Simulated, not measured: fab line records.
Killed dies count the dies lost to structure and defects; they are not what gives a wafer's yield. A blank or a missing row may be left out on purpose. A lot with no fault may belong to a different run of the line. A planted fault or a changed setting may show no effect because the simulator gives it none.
fab line records + flow n5-finfet
[record]
- lots = 7
- wafers = 21
route steps=1938 shown BEOL_M13@1665 BEOL_M14@1762 MIM_BOT@1833 MIM_TOP@1835 PASSIVATION@1910
start-h: the number of hours between the record's first day and the start of the first shown wafer of the lot + wait-h: hours elapsed since this lot's preceding step + " unchanged from the row above + L1.1+2: a row that stands for several wafers + - either no value or no given start + * or withheld: withheld + < > ~ a bound
route shown NAME@n: names a module that has steps shown in the file, with the first one's number in the route + usual: average and standard deviation across the fault-free wafers + same: alike in all rows + chamber/n: place in a boat + sites: per-site readings + _std_site: standard deviation of those values + _edge_site: mean of outer sites minus mean of inner sites + radius-mm: for every site, how far away it sits from the centre of the wafer + mask NAME#n: copy n + behind: the last tool/chamber to shape the wafer + hold: the reason the lot was held/the length of the hold in hours/how it ended + device: the n, p or np transistor that did not switch + end of line: the same wafers' tests at the end of the route + for a step that has no rows: nothing shown but its recipe + killed: the dies lost at the first sort to structure and to defects; this is not the yield of the wafer + map: a wafer's dies, marking killed ones x, the rest . and places with no die _
set.NAME: the setting that was run; set.NAME@STEP: the one run at that earlier step + model.NAME: the simulator's own value behind a step, which no gauge read
one table per step and one row per wafer, for lots whose settings were changed on purpose
[[steps]]
[step N5_BEOL_M13_EXPOSE_07]
[recipe]
- mask-id = V12
- na = 0.93
- source-shape = conventional
- sigma-outer = 0.6
- polarization = unpolarized
- attpsm-phase-deg = 180
- dose-mj = 24.8
| lot.wafer  | tool           | chamber | start-h | wait-h | mask  | set.dose-mj |
|------------|----------------|---------|---------|--------|-------|-------------|
| L074.2+4+6 | krf-scanner-01 | 0       | 258.10  | -      | V12#0 | 24.8        |
| L075.1+3+6 | krf-scanner-02 | 0       | 259.16  | -      | V12#0 | 24.8        |
| L077.3+6   | krf-scanner-01 | 0       | 284.22  | -      | V12#0 | 24.8        |
| L077.4     | "              | 0       | "       | "      | V12#0 | 25.72       |
| L082.1+2   | krf-scanner-02 | 0       | 308.13  | -      | V12#0 | 23.83       |
| L082.3     | "              | 0       | "       | "      | V12#0 | 24.8        |
| L086.2     | krf-scanner-01 | 0       | 331.81  | -      | V12#0 | 24.8        |
| L086.5+6   | "              | 0       | "       | "      | V12#0 | 23.09       |
| L090.1+3+5 | krf-scanner-01 | 0       | 341.18  | -      | V12#0 | 24.8        |
| L092.1     | krf-scanner-02 | 0       | 354.90  | -      | V12#0 | 24.8        |
| L092.4+5   | "              | 0       | "       | "      | V12#0 | 26.08       |
[step N5_BEOL_M13_PEB_08]
[recipe]
- peb-temp-c = 130
- peb-time-s = 90
[step N5_BEOL_M13_DEVELOP_09]
[recipe]
- develop-time-s = 45
- rinse-liquid = diw
- dry = air-spin
- dev-temp-c = 21
[step N5_BEOL_M13_HARDBAKE_14]
[recipe]
- temp-c = 130
- time-s = 120
[step N5_BEOL_M13_CD_MEAS_10]
[recipe]
- target-cd-nm = 190
- landing-energy-ev = 500
- detector = se-inlens
- polarity = opening
[usual]
- cd-nm = 188.8/1.6
| lot.wafer | tool      | chamber | start-h | wait-h | set.dose-mj@BEOL_M13_EXPOSE_07 | cd-nm |
|-----------|-----------|---------|---------|--------|--------------------------------|-------|
| L074.2    | cd-sem-01 | 0       | 258.27  | -      | 24.8                           | 188.1 |
| L074.4    | "         | 0       | "       | "      | 24.8                           | 188.4 |
| L074.6    | "         | 0       | "       | "      | 24.8                           | 189.2 |
| L075.1    | cd-sem-01 | 0       | 259.33  | -      | 24.8                           | 187.8 |
| L075.3    | "         | 0       | "       | "      | 24.8                           | 188.7 |
| L075.6    | "         | 0       | "       | "      | 24.8                           | 187.6 |
| L077.3    | cd-sem-01 | 0       | 284.38  | -      | 24.8                           | 187.8 |
| L077.4    | "         | 0       | "       | "      | 25.72                          | 192.1 |
| L077.6    | "         | 0       | "       | "      | 24.8                           | 187.5 |
| L082.1    | cd-sem-01 | 0       | 308.30  | -      | 23.83                          | 186.0 |
| L082.2    | "         | 0       | "       | "      | 23.83                          | 185.8 |
| L082.3    | "         | 0       | "       | "      | 24.8                           | 189.2 |
| L086.2    | cd-sem-02 | 0       | 331.97  | -      | 24.8                           | 187.4 |
| L086.5    | "         | 0       | "       | "      | 23.09                          | 179.8 |
| L086.6    | "         | 0       | "       | "      | 23.09                          | 182.1 |
| L090.1    | cd-sem-02 | 0       | 341.35  | -      | 24.8                           | 186.8 |
| L090.3    | "         | 0       | "       | "      | 24.8                           | 186.8 |
| L090.5    | "         | 0       | "       | "      | 24.8                           | 186.1 |
| L092.1    | cd-sem-03 | 0       | 355.08  | -      | 24.8                           | 189.7 |
| L092.4    | "         | 0       | "       | "      | 26.08                          | 195.2 |
| L092.5    | "         | 0       | "       | "      | 26.08                          | 195.4 |
[step N5_BEOL_M13_DESCUM_15]
[recipe]
- chemistry = O2
- time-s = 7.9
- source-power-w = 50
- bias-power-w = 20
- pressure-mtorr = 20
- rf-frequency-hz = 2.712e+07
- temp-c = 40
- o2-flow-sccm = 225
[step N5_BEOL_M13_ETCH_59]
[recipe]
- chemistry = N2/H2
- target = BARC
- target-depth-a = 890
- overetch-a = 267
- time-s = 67.9
- ion-energy-ev = 200
- pressure-mtorr = 30
- source-w = 840
- bias-w = 150
- n2-flow-sccm = 200
- h2-flow-sccm = 200
[step N5_BEOL_M13_VIA_ETCH_16]
[recipe]
- chemistry = C4F8/O2/Ar
- target = SiOC
- pressure-mtorr = 30
- source-w = 3000
- bias-w = 700
- Ar_flow_sccm = 400
- C4F8_flow_sccm = 15
- O2_flow_sccm = 8
- he-inner-torr = 15
- he-outer-torr = 30
- target-depth-a = 9217
- time-s = withheld
- ion-energy-ev = 250
- ends = cleared
| lot.wafer | tool        | chamber | start-h | wait-h | set.time-s@BEOL_M13_ILD_DEP_00 | model.etch.depth-nm | model.coat_of_BEOL_M13_COAT_04.thk-nm |
|-----------|-------------|---------|---------|--------|--------------------------------|---------------------|---------------------------------------|
| L074.2    | rie-diel-03 | 1       | 258.45  | 0.0    | *                              | 832.1               | 68                                    |
| L074.4    | "           | 2       | "       | "      | *                              | 835.3               | 69.8                                  |
| L074.6    | "           | 1       | "       | "      | *                              | 850.1               | 61.8                                  |
| L075.1    | rie-diel-03 | 0       | 259.62  | 0.0    | *                              | 816.1               | 77                                    |
| L075.3    | "           | 2       | "       | "      | *                              | 831.2               | 70.8                                  |
| L075.6    | "           | 1       | "       | "      | *                              | 735.2               | 98.6                                  |
| L077.3    | rie-diel-03 | 3       | 284.55  | 0.0    | *                              | 835.1               | 73                                    |
| L077.4    | "           | 1       | "       | "      | *                              | 839.4               | 68.6                                  |
| L077.6    | "           | 0       | "       | "      | *                              | 846.6               | 69.2                                  |
| L082.1    | rie-diel-06 | 1       | 308.48  | 0.0    | *                              | 837.2               | 69.4                                  |
| L082.2    | "           | 2       | "       | "      | *                              | 829.8               | 73.4                                  |
| L082.3    | "           | 3       | "       | "      | *                              | 848.1               | 68.2                                  |
| L086.2    | rie-diel-03 | 1       | 332.16  | 0.0    | *                              | 824.8               | 71.2                                  |
| L086.5    | "           | 1       | "       | "      | *                              | 959.6               | 31.4                                  |
| L086.6    | "           | 0       | "       | "      | *                              | 943.7               | 39.4                                  |
| L090.1    | rie-diel-05 | 2       | 341.66  | 0.0    | *                              | 860.6               | 64.2                                  |
| L090.3    | "           | 1       | "       | "      | *                              | 845                 | 70.8                                  |
| L090.5    | "           | 3       | "       | "      | *                              | 941.3               | 42                                    |
| L092.1    | rie-diel-03 | 3       | 355.50  | 0.1    | *                              | 836.8               | 72.4                                  |
| L092.4    | "           | 3       | "       | "      | *                              | 857.9               | 67.6                                  |
| L092.5    | "           | 3       | "       | "      | *                              | 844.3               | 69.8                                  |
[step N5_BEOL_M13_STRIP_63]
[recipe]
- chemistry = N2/H2
- power-w = 1000
- temp-c = 250
- h2-frac = 0.65
- overash-fraction = 0.3
- pressure-mtorr = 1000
- n2-flow-sccm = 1750
- h2-flow-sccm = 3250
[usual]
- strip-time-to-endpoint-s = 27.6/1.1
| lot.wafer | tool            | chamber | start-h | wait-h | set.time-s@BEOL_M13_ILD_DEP_00 | strip-time-to-endpoint-s |
|-----------|-----------------|---------|---------|--------|--------------------------------|--------------------------|
| L074.2    | plasma-asher-01 | 1       | 258.68  | -      | 166.4                          | 27.1                     |
| L074.4    | "               | 0       | "       | "      | 166.4                          | 27.6                     |
| L074.6    | "               | 1       | "       | "      | 166.4                          | 25.2                     |
| L075.1    | plasma-asher-01 | 0       | 259.86  | -      | 166.4                          | 29.7                     |
| L075.3    | "               | 1       | "       | "      | 166.4                          | 27.9                     |
| L075.6    | "               | 1       | "       | "      | 145.6                          | 35.8                     |
| L077.3    | plasma-asher-02 | 1       | 284.81  | -      | 166.4                          | 28.5                     |
| L077.4    | "               | 0       | "       | "      | 166.4                          | 27.2                     |
| L077.6    | "               | 0       | "       | "      | 166.4                          | 27.4                     |
| L082.1    | plasma-asher-02 | 0       | 308.71  | -      | 166.4                          | 27.5                     |
| L082.2    | "               | 1       | "       | "      | 166.4                          | 28.7                     |
| L082.3    | "               | 1       | "       | "      | 166.4                          | 27.2                     |
| L086.2    | plasma-asher-01 | 1       | 332.39  | -      | 166.4                          | 28.0                     |
| L086.5    | "               | 1       | "       | "      | 189.4                          | 15.5                     |
| L086.6    | "               | 0       | "       | "      | 189.4                          | 18.2                     |
| L090.1    | plasma-asher-02 | 1       | 341.90  | -      | 166.4                          | 25.9                     |
| L090.3    | "               | 1       | "       | "      | 166.4                          | 27.9                     |
| L090.5    | "               | 0       | "       | "      | 182.4                          | 19.1                     |
| L092.1    | plasma-asher-01 | 1       | 355.84  | -      | 166.4                          | 28.4                     |
| L092.4    | "               | 1       | "       | "      | 166.4                          | 27.0                     |
| L092.5    | "               | 0       | "       | "      | 166.4                          | 27.6                     |
[step N5_BEOL_M13_STRIP_64]
[recipe]
- chemistry = N2/H2
- power-w = 1000
- temp-c = 250
- h2-frac = 0.65
- overash-fraction = 0.3
- pressure-mtorr = withheld
- n2-flow-sccm = 1750
- h2-flow-sccm = 3250
[step N5_BEOL_M13_STRIP_71]
[recipe]
- chemistry = post-etch-residue-remover
- time-s = 60
- temp-c = 25
- remover-ph = withheld
- remover-water-wt-pct = withheld
- remover-fluoride-wt-pct = withheld
[step N5_BEOL_M13_SRD_72]
[recipe]
- time-s = 30
- temp-c = 23
- rinse-liquid = diw
- dry = n2-spin
- spin-rpm = 1500
- dry-time-s = 30
[step N5_BEOL_M13_CD_MEAS_17]
[recipe]
- target-cd-nm = 190
- polarity = opening
[usual]
- cd-nm = 188.4/1.8
| lot.wafer | tool      | chamber | start-h | wait-h | set.dose-mj@BEOL_M13_EXPOSE_07 | cd-nm |
|-----------|-----------|---------|---------|--------|--------------------------------|-------|
| L074.2    | cd-sem-02 | -       | 258.90  | 0.0    | 24.8                           | 188.4 |
| L074.4    | "         | -       | "       | "      | 24.8                           | 187.0 |
| L074.6    | "         | -       | "       | "      | 24.8                           | 187.8 |
| L075.1    | cd-sem-02 | -       | 260.07  | 0.0    | 24.8                           | 186.7 |
| L075.3    | "         | -       | "       | "      | 24.8                           | 187.0 |
| L075.6    | "         | -       | "       | "      | 24.8                           | 186.5 |
| L077.3    | cd-sem-02 | -       | 285.00  | 0.0    | 24.8                           | 186.0 |
| L077.4    | "         | -       | "       | "      | 25.72                          | 191.1 |
| L077.6    | "         | -       | "       | "      | 24.8                           | 186.8 |
| L082.1    | cd-sem-02 | -       | 308.92  | 0.0    | 23.83                          | 186.1 |
| L082.2    | "         | -       | "       | "      | 23.83                          | 185.5 |
| L082.3    | "         | -       | "       | "      | 24.8                           | 188.6 |
| L086.2    | cd-sem-02 | -       | 332.60  | 0.0    | 24.8                           | 187.4 |
| L086.5    | "         | -       | "       | "      | 23.09                          | 180.1 |
| L086.6    | "         | -       | "       | "      | 23.09                          | 183.3 |
| L090.1    | cd-sem-01 | -       | 342.10  | 0.0    | 24.8                           | 188.1 |
| L090.3    | "         | -       | "       | "      | 24.8                           | 185.7 |
| L090.5    | "         | -       | "       | "      | 24.8                           | 185.8 |
| L092.1    | cd-sem-02 | -       | 356.05  | 0.0    | 24.8                           | 188.6 |
| L092.4    | "         | -       | "       | "      | 26.08                          | 194.8 |
| L092.5    | "         | -       | "       | "      | 26.08                          | 194.6 |
[step N5_BEOL_M14_SPUTTER_43]
[recipe]
- material = TaN
- target-thk-a = 150
- temp-c = 50
- bias-v = 168.6
- power-w = 15000
- chamber-pressure-pa = 0.12
- time-s = 24.19
| lot.wafer  | tool           | chamber | start-h | wait-h | set.power-w | model.TaN_of_BEOL_M14_SPUTTER_43.thk-nm |
|------------|----------------|---------|---------|--------|-------------|-----------------------------------------|
| L074.2+4   | pvd-sputter-01 | -       | 267.37  | 0.0    | 15000       | 15                                      |
| L074.6     | "              | -       | "       | "      | 15000       | 14.8                                    |
| L075.1     | pvd-sputter-03 | -       | 270.76  | 0.0    | 17240       | 16.8                                    |
| L075.3+6   | "              | -       | "       | "      | 17240       | 17                                      |
| L077.3+4   | pvd-sputter-03 | -       | 291.85  | 0.0    | 15000       | 15.2                                    |
| L077.6     | "              | -       | "       | "      | 15000       | 15                                      |
| L082.1     | pvd-sputter-01 | -       | 321.11  | 0.0    | 12670       | 12.6                                    |
| L082.2     | "              | -       | "       | "      | 15000       | 14.8                                    |
| L082.3     | "              | -       | "       | "      | 15000       | 15                                      |
| L086.2+5+6 | pvd-sputter-02 | -       | 338.43  | 0.0    | 15000       | 15                                      |
| L090.1     | pvd-sputter-01 | -       | 352.11  | 0.0    | 16530       | 16.4                                    |
| L090.3     | "              | -       | "       | "      | 15000       | 14.6                                    |
| L090.5     | "              | -       | "       | "      | 16530       | 16.2                                    |
| L092.1     | pvd-sputter-01 | -       | 366.59  | 0.0    | 15000       | 15                                      |
| L092.4+5   | "              | -       | "       | "      | 15000       | 14.8                                    |
[step N5_MIM_BOT_SPUTTER_00]
[recipe]
- material = TiN
- target-thk-a = 350
- temp-c = 200
- power-w = 3000
- chamber-pressure-pa = 0.49996
- gas = Ar
- reactive-partial-pa = 0.37997
- time-s = 89.7
| lot.wafer  | tool           | chamber | start-h | wait-h | set.time-s | model.TiN_of_MIM_BOT_SPUTTER_00.thk-nm |
|------------|----------------|---------|---------|--------|------------|----------------------------------------|
| L074.2     | pvd-sputter-03 | -       | 276.26  | 0.0    | 89.7       | 35.6                                   |
| L074.4     | "              | -       | "       | "      | 89.7       | 35                                     |
| L074.6     | "              | -       | "       | "      | 89.7       | 35.4                                   |
| L075.1     | pvd-sputter-03 | -       | 281.94  | 0.0    | 89.7       | 34.8                                   |
| L075.3     | "              | -       | "       | "      | 78.51      | 31.2                                   |
| L075.6     | "              | -       | "       | "      | 89.7       | 35                                     |
| L077.3     | pvd-sputter-03 | -       | 303.34  | 0.0    | 89.7       | 35.2                                   |
| L077.4     | "              | -       | "       | "      | 93.41      | 37                                     |
| L077.6     | "              | -       | "       | "      | 93.41      | 36.8                                   |
| L082.1     | pvd-sputter-01 | -       | 330.16  | 0.0    | 94.18      | 37.2                                   |
| L082.2+3   | "              | -       | "       | "      | 89.7       | 35.6                                   |
| L086.2     | pvd-sputter-01 | -       | 347.99  | 0.0    | 89.7       | 34.6                                   |
| L086.5     | "              | -       | "       | "      | 89.7       | 34.8                                   |
| L086.6     | "              | -       | "       | "      | 89.7       | 35.6                                   |
| L090.1     | pvd-sputter-01 | -       | 363.53  | 0.0    | 89.7       | 35                                     |
| L090.3     | "              | -       | "       | "      | 99.9       | 39.2                                   |
| L090.5     | "              | -       | "       | "      | 99.9       | 38.8                                   |
| L092.1+4+5 | pvd-sputter-02 | -       | 379.60  | 0.0    | 89.7       | 34.8                                   |
[step N5_MIM_TOP_ALD_01]
[recipe]
- material = HfO2
- target-thk-a = 56
- temp-c = withheld
- ald-precursor-family = Hf-amide
- ald-co-reactant = O3
- pulse-time-s = 1
- purge-time-s = 3
- co-reactant-purge-time-s = 2
- co-reactant-pulse-time-s = 3
- ald-cycles = 62
| lot.wafer  | tool      | chamber | start-h | wait-h | set.ald-cycles | model.HfO2_of_MIM_TOP_ALD_01.thk-nm |
|------------|-----------|---------|---------|--------|----------------|-------------------------------------|
| L074.2+4+6 | ald-hk-03 | 2,1,2   | -       | -      | 62             | 5.6                                 |
| L075.1     | ald-hk-02 | 0       | -       | -      | 72             | 6.4                                 |
| L075.3     | "         | 3       | "       | "      | 72             | 6.6                                 |
| L075.6     | "         | 2       | "       | "      | 62             | 5.6                                 |
| L077.3     | ald-hk-03 | 0       | -       | -      | 62             | 5.6                                 |
| L077.4+6   | "         | 3,0     | "       | "      | 72             | 6.6                                 |
| L082.1     | ald-hk-03 | 0       | -       | -      | 62             | 5.6                                 |
| L082.2+3   | "         | 2,3     | "       | "      | 69             | 6.2                                 |
| L086.2+6   | ald-hk-03 | 3,1     | -       | -      | 70             | 6.4                                 |
| L086.5     | "         | 2       | "       | "      | 62             | 5.6                                 |
| L090.1+3   | ald-hk-02 | 3,0     | -       | -      | 52             | 4.6                                 |
| L090.5     | "         | 1       | "       | "      | 62             | 5.6                                 |
| L092.1     | ald-hk-01 | 2       | -       | -      | 59             | 5.4                                 |
| L092.4     | "         | 3       | "       | "      | 62             | 5.6                                 |
| L092.5     | "         | 1       | "       | "      | 59             | 5.2                                 |
[step N5_PASSIVATION_ETCH_59]
[recipe]
- chemistry = Cl2/BCl3
- target = TaN
- target-depth-a = 650
- time-s = 34.9
- ion-energy-ev = 100
- pressure-mtorr = 10
- icp-w = 900
- bias-w = 100
- Cl2_flow_sccm = 60
- bcl3-flow-sccm = 30
| lot.wafer | tool         | chamber | start-h | wait-h | set.time-s | model.etch.depth-nm |
|-----------|--------------|---------|---------|--------|------------|---------------------|
| L074.2    | rie-metal-01 | 0       | 283.47  | 0.3    | 34.9       | 66.27               |
| L074.4    | "            | 0       | "       | "      | 34.9       | 66.17               |
| L074.6    | "            | 1       | "       | "      | 34.9       | 65.2                |
| L075.1    | rie-metal-02 | 1       | 288.21  | 0.3    | 30.8       | 55.46               |
| L075.3    | "            | 0       | "       | "      | 34.9       | 63.4                |
| L075.6    | "            | 1       | "       | "      | 34.9       | 62.69               |
| L077.3    | rie-metal-01 | 1       | 314.49  | 0.2    | 34.9       | 63.62               |
| L077.4    | "            | 0       | "       | "      | 34.9       | 64.61               |
| L077.6    | "            | 0       | "       | "      | 34.9       | 64.45               |
| L082.1    | rie-metal-03 | 0       | 336.10  | 0.3    | 34.9       | 67.44               |
| L082.2    | "            | 1       | "       | "      | 34.9       | 64.77               |
| L082.3    | "            | 0       | "       | "      | 34.9       | 67.49               |
| L086.2    | rie-metal-01 | 0       | 355.97  | 0.3    | 27.65      | 51.15               |
| L086.5    | "            | 1       | "       | "      | 34.9       | 64.42               |
| L086.6    | "            | 0       | "       | "      | 34.9       | 64.87               |
| L090.1    | rie-metal-03 | 1       | 371.75  | 0.3    | 34.9       | 65.05               |
| L090.3    | "            | 1       | "       | "      | 34.9       | 65.11               |
| L090.5    | "            | 0       | "       | "      | 30.04      | 57.69               |
| L092.1    | rie-metal-01 | 1       | 387.82  | 0.3    | 34.9       | 64.98               |
| L092.4    | "            | 0       | "       | "      | 29.1       | 53.76               |
| L092.5    | "            | 0       | "       | "      | 29.1       | 54.13               |
[[key]]
[split]
- step = N5_BEOL_M13_EXPOSE_07
- setting = dose-mj
- stated = 24.8
- by = wafer
[response]
- step = N5_BEOL_M13_CD_MEAS_10
- reading = cd-nm
- change = +0.995
- per = 1%
- r = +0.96
[response]
- step = N5_BEOL_M13_CD_MEAS_17
- reading = cd-nm
- change = +0.958
- per = 1%
- r = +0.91
[split]
- step = N5_BEOL_M14_SPUTTER_43
- setting = power-w
- stated = 15000
- by = wafer
[response]
- step = N5_BEOL_M14_SPUTTER_43
- reading = model.TaN_of_BEOL_M14_SPUTTER_43.thk-nm
- change = +0.154
- per = 1%
- r = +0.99
[split]
- step = N5_MIM_BOT_SPUTTER_00
- setting = time-s
- stated = 89.7
- by = wafer
[response]
- step = N5_MIM_BOT_SPUTTER_00
- reading = model.TiN_of_MIM_BOT_SPUTTER_00.thk-nm
- change = +0.326
- per = 1%
- r = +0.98
[split]
- step = N5_MIM_TOP_ALD_01
- setting = ald-cycles
- stated = 62
- by = wafer
[response]
- step = N5_MIM_TOP_ALD_01
- reading = model.HfO2_of_MIM_TOP_ALD_01.thk-nm
- change = +0.0595
- per = 1%
- r = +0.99
[split]
- step = N5_PASSIVATION_ETCH_59
- setting = time-s
- stated = 34.9
- by = wafer
[response]
- step = N5_PASSIVATION_ETCH_59
- reading = model.etch.depth-nm
- change = +0.631
- per = 1%
- r = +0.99
split outside-this-file step=N5_BEOL_M13_ILD_DEP_00 setting=time-s
// split outside-this-file: this setting was split too, and the file shows its column; the key of that split is in another file
